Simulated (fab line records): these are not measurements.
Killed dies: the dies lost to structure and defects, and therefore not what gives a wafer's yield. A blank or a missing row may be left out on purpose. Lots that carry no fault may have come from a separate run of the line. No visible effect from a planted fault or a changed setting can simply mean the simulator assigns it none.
Matching of chambers + flow n5 finfet + 3 sister chambers for N5_BEOL_M7_PECVD_70 on pecvd-04
The step deposits SiO2 from TEOS/O2, target thk 20 nm, time 22.7 s. 3 wafers are shown with their chamber, then 7 later ones without.

== WAFERS, EACH WITH ITS CHAMBER ==
| wafer  | chamber | showerhead plenum p Torr (Torr) |
|--------|---------|---------------------------------|
| L087.4 | 0       | 8.65                            |
| L089.1 | 1       | 8.73                            |
| L089.4 | 2       | 8.86                            |

== WAFERS WITHOUT THEIR CHAMBER ==
| wafer  | showerhead plenum p Torr (Torr) |
|--------|---------------------------------|
| L089.6 | 8.66                            |
| L090.2 | 8.71                            |
| L090.4 | 8.68                            |
| L090.5 | 8.86                            |
| L091.2 | 8.86                            |
| L091.5 | 8.86                            |
| L091.6 | 8.70                            |

== THE CHAMBER EACH PASSED THROUGH ==
| wafer  | from the rows above     | in truth |
|--------|-------------------------|----------|
| L089.6 | 0                       | 0        |
| L090.2 | 1                       | 1        |
| L090.4 | can't be placed: 0 or 1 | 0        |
| L090.5 | 2                       | 2        |
| L091.2 | 2                       | 2        |
| L091.5 | 2                       | 2        |
| L091.6 | can't be placed: 1 or 0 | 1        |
Correctly placed: 5 of 7. Cannot be placed on the basis of these rows: 2; the candidates contain the true chamber in 2. Number placed wrongly: 0.
How it was worked out, from the rows above alone: a wafer's distance from a chamber is the root of the sum, over the readings, of the square of ((its reading less the chamber's mean) divided by the reading's scatter). The wafer belongs to the nearest chamber; if the next one is less than 2 further off, it can't be placed. For every chamber, the mean is computed from those of its wafers that are shown. The scatter: root of mean squared gap, hidden wafer to nearest shown wafer, with one shown wafer a chamber.
